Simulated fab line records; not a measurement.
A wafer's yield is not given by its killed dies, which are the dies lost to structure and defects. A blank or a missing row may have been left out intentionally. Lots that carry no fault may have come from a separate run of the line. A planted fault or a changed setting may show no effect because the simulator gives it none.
2 desks, one fault | flow n5Finfet | every desk sees just its own numbers, and what lay behind them comes last

TOOL OWNER'S DESK, lithoTrack-04
The tool's own readings at N5_MOL_CONTACT_COAG_COAT_76 (time 60 s, resist thk 10 nm): means of the sampled wafers that have a number, for each lot that ran on this tool. Marked OUT: a lot whose mean sits more than 4 standard deviations from the usual mean, which makes it out of limits; the brackets give that distance.
Columns: A = spinSpeedRpm at N5_MOL_CONTACT_COAG_COAT_76, usual 1500.0 rpm
lot  | first seen here | A
L554 | day 6 02:02     | 1500.4
L555 | day 6 05:28     | 1499.7
L559 | day 7 06:35     | 1350.8 (-99 or more) OUT
L560 | day 7 14:58     | 1351.2 (-99 or more) OUT
L561 | day 8 00:26     | 1349.7 (-99 or more) OUT
L562 | day 8 07:43     | 1351.2 (-99 or more) OUT
Finding of this desk: L559, L560, L561, L562 out of limits; the first was L559 at day 7 06:35, on spinSpeedRpm at N5_MOL_CONTACT_COAG_COAT_76. Within limits: L554, L555.

THE DEFECT DESK
Lot by lot, what the route's inspections counted, given as the mean of those sampled wafers with a number. Marked OUT: a lot whose mean sits more than 4 standard deviations from the usual mean, which makes it out of limits; the brackets give that distance.
Columns: A = rawDefectCount at N5_MOL_CONTACT_COAG_INSPECT_57, usual 208
lot  | first seen here | A
L551 | day 5 09:34     | 231
L554 | day 6 02:24     | 200
L555 | day 6 05:49     | 189
L559 | day 7 07:05     | 149
L560 | day 7 15:27     | 242
L561 | day 8 00:49     | 245
L562 | day 8 08:12     | 307
L564 | day 8 18:16     | 218
L566 | day 9 01:30     | 262
L567 | day 9 12:49     | 231
L568 | day 9 13:29     | 215
L569 | day 9 18:08     | 112
L571 | day 10 12:38    | 216
This desk's verdict: no lot among the 13 shows anything out of limits.

PUT TOGETHER
At day 7 06:35, on L559, L560, L561, L562, the tool owner's desk was in a position to raise an alarm.
Nothing out of limits was seen by the defect desk.
The defect desk has L559, L560, L561, L562 on record, within its limits.
Every lot named ran N5_MOL_CONTACT_COAG_COAT_76 on lithoTrack-04.

WHAT THE SIMULATOR HAD PUT IN
Drift in process parameters on lithoTrack-04 at N5_MOL_CONTACT_COAG_COAT_76, starting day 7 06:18. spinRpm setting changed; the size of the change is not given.
Lots struck among those shown: L559, L560, L561, L562.
Hours from the fault's start to each desk's first reading out of limits: the tool owner's desk, 0.
